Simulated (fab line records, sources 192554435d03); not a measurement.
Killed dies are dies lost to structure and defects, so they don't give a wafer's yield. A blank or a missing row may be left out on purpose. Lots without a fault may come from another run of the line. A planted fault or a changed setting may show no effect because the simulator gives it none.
Chamber matching | flow n5_finfet | N5_GATE_CUT_CMP_23 on cmp-03: 4 sister chambers
The step polishes, stops on SiO2, t overpolish 23.4 s, target thk 16 nm. 8 wafers are shown with their chamber, then 9 later ones without.

WAFERS WITH THEIR CHAMBER
wafer  | chamber | motor_current_A (A) | time_to_endpoint_s (s)
L089.3 | 0       | 8.1                 | 20.9
L089.5 | 1       | 10.3                | 16.1
L090.2 | 2       | 10.6                | 24.6
L090.3 | 3       | 10.3                | 18.5
L090.4 | 0       | 8.3                 | 20.8
L092.2 | 1       | 10.5                | 16.9
L092.5 | 2       | 10.7                | 19.5
L092.6 | 3       | 10.2                | 18.4

WAFERS WITHOUT THEIR CHAMBER
wafer  | motor_current_A (A) | time_to_endpoint_s (s)
L095.2 | 9.9                 | 16.5
L095.4 | 10.7                | 15.9
L095.5 | 9.8                 | 18.8
L096.1 | 10.9                | 22.4
L096.2 | 7.8                 | 19.3
L096.4 | 9.5                 | 16.1
L097.4 | 10.6                | 17.2
L097.5 | 10.3                | 16.5
L097.6 | 8.0                 | 21.5

WHICH CHAMBER EACH WENT THROUGH
wafer  | from the rows above          | in truth
L095.2 | can't be placed: 3 or 1      | 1
L095.4 | can't be placed: 1 or 2 or 3 | 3
L095.5 | can't be placed: 3 or 1      | 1
L096.1 | 2                            | 2
L096.2 | 0                            | 0
L096.4 | can't be placed: 3 or 1      | 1
L097.4 | can't be placed: 1 or 2 or 3 | 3
L097.5 | can't be placed: 1 or 3      | 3
L097.6 | 0                            | 0
Placed correctly: 3 of 9. Can't be placed from these rows: 6 (the true chamber is among the candidates in 6). Placed wrongly: 0.
How it was worked out, from the rows above alone: a wafer's distance from a chamber is the root of the sum, over the readings, of the square of ((its reading less the chamber's mean) divided by the reading's scatter). The wafer belongs to the nearest chamber; if the next one is less than 2 further off, it can't be placed. A chamber's mean is the mean of its shown wafers. The scatter: the root of (the sum of the squares of (reading less its chamber's mean) over the shown wafers, divided by (wafers less chambers)).
